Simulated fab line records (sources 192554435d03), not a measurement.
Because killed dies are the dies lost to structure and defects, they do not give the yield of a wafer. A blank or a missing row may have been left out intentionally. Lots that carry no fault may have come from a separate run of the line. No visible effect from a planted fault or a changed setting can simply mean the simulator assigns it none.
Split-lot trial    flow n5_finfet    7 lots, 21 wafers read, on a route of 1938 steps

ON THE SPLIT
At N5_BEOL_M15_EXPOSE_07 (exposes mask V14), the setting dose_mj was moved away from the recipe's 41.25 on 5 of the 21 wafers read, by -7.3% to -6.0%. For the rest of the wafers, this setting stayed at what the recipe calls for.

FROM THE SPLIT TO THE READING: what the file shows between them, 6 steps
- N5_BEOL_M15_PEB_08: peb time 90 s
- N5_BEOL_M15_DEVELOP_09: develop time 45 s
- N5_BEOL_M15_HARDBAKE_14: time 120 s
- N5_BEOL_M15_CD_MEAS_10: target cd 360 nm
- N5_BEOL_M15_STRIP_65: strips in post etch residue remover, time 60 s
- N5_BEOL_M15_SRD_66: time 30 s, dry time 30 s

THE READING
cd_nm, in nm, at N5_BEOL_M15_CD_MEAS_17 (target cd 360 nm). A value of 359.6 nm with a standard deviation of 2.6 nm is what fault-free wafers of this fab line usually give.

wafer   tool, chamber at the split  dose_mj as run  against the recipe  cd_nm, nm  against lot-mates on the recipe
L077.2  krf_scanner-01, 0           41.25           recipe              354.2      -
L077.5  krf_scanner-01, 0           41.25           recipe              358.6      -
L077.6  krf_scanner-01, 0           41.25           recipe              360.7      -
L076.2  krf_scanner-01, 0           41.25           recipe              364.6      -
L076.3  krf_scanner-01, 0           41.25           recipe              363.0      -
L076.6  krf_scanner-01, 0           41.25           recipe              356.5      -
L086.1  krf_scanner-01, 0           41.25           recipe              356.0      -
L086.3  krf_scanner-01, 0           41.25           recipe              360.4      -
L086.5  krf_scanner-01, 0           41.25           recipe              360.1      -
L084.2  krf_scanner-02, 0           38.51           -6.6%               348.1      -16.9
L084.4  krf_scanner-02, 0           41.25           recipe              365.0      -
L084.6  krf_scanner-02, 0           38.51           -6.6%               352.6      -12.4
L087.1  krf_scanner-02, 0           41.25           recipe              368.0      -
L087.2  krf_scanner-02, 0           41.25           recipe              361.5      -
L087.5  krf_scanner-02, 0           41.25           recipe              362.9      -
L096.3  krf_scanner-02, 0           38.25           -7.3%               346.8      -17.2
L096.4  krf_scanner-02, 0           41.25           recipe              364.0      -
L096.6  krf_scanner-02, 0           38.25           -7.3%               346.4      -17.6
L094.1  krf_scanner-02, 0           41.25           recipe              363.9      -
L094.5  krf_scanner-02, 0           38.78           -6.0%               352.3      -9.8
L094.6  krf_scanner-02, 0           41.25           recipe              360.4      -

THE FIT
A straight line over all 21 wafers: cd_nm changes by +1.79 nm for each +1% of dose_mj; r = +0.85; the points scatter about the line by 3.4 nm.
The same after taking each lot's own level away (the mean of its wafers on the recipe; 21 wafers): +2.21 nm for each +1%; r = +0.93; scatter 2.6 nm.
That fit puts the effect of the largest move of dose_mj on the reading at 16 nm.
The lots' own levels span 357.83 to 365.00 nm, that is 2.8 times the standard deviation above.
Thus the slope moves with the lot-to-lot level: the two fits are different.
Check: for one of the wafers moved furthest among these (-7.3%), held out of the fit, the line's prediction against its lot-mates is -15.7 nm. It came out at -17.2 nm against them.

ADDITIONAL SPLITS CARRIED BY THESE WAFERS
Other splits were also applied to these wafers ahead of the reading. Each is held against what the fit with the lots' levels taken away leaves over:
other split on the same wafers  wafers away from the commonest value  r with cd_nm (lot level and that fit taken away)
N5_BEOL_M12_COAT_66 spin_rpm    10                                    +0.10
N5_BEOL_M13_ETCH_68 time_s      3                                     +0.10
N5_BEOL_M14_PEB_26 peb_temp_c   7                                     +0.04
N5_BEOL_M14_DESCUM_33 time_s    7                                     -0.23
N5_BEOL_M14_DEP_53 time_s       5                                     +0.11

THE WHOLE CHAIN: every reading that the file lists as answering this split, in the file's order
step                    what it does      reading  change (the file's fit)               r (the file's)
N5_BEOL_M15_CD_MEAS_10  target cd 360 nm  cd_nm    +1.87 nm for each +1% of the setting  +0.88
N5_BEOL_M15_CD_MEAS_17  target cd 360 nm  cd_nm    +2.13 nm for each +1% of the setting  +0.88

THE FILE'S OWN FIT
cd_nm changes by +2.13 nm for each +1% of dose_mj, r = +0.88.
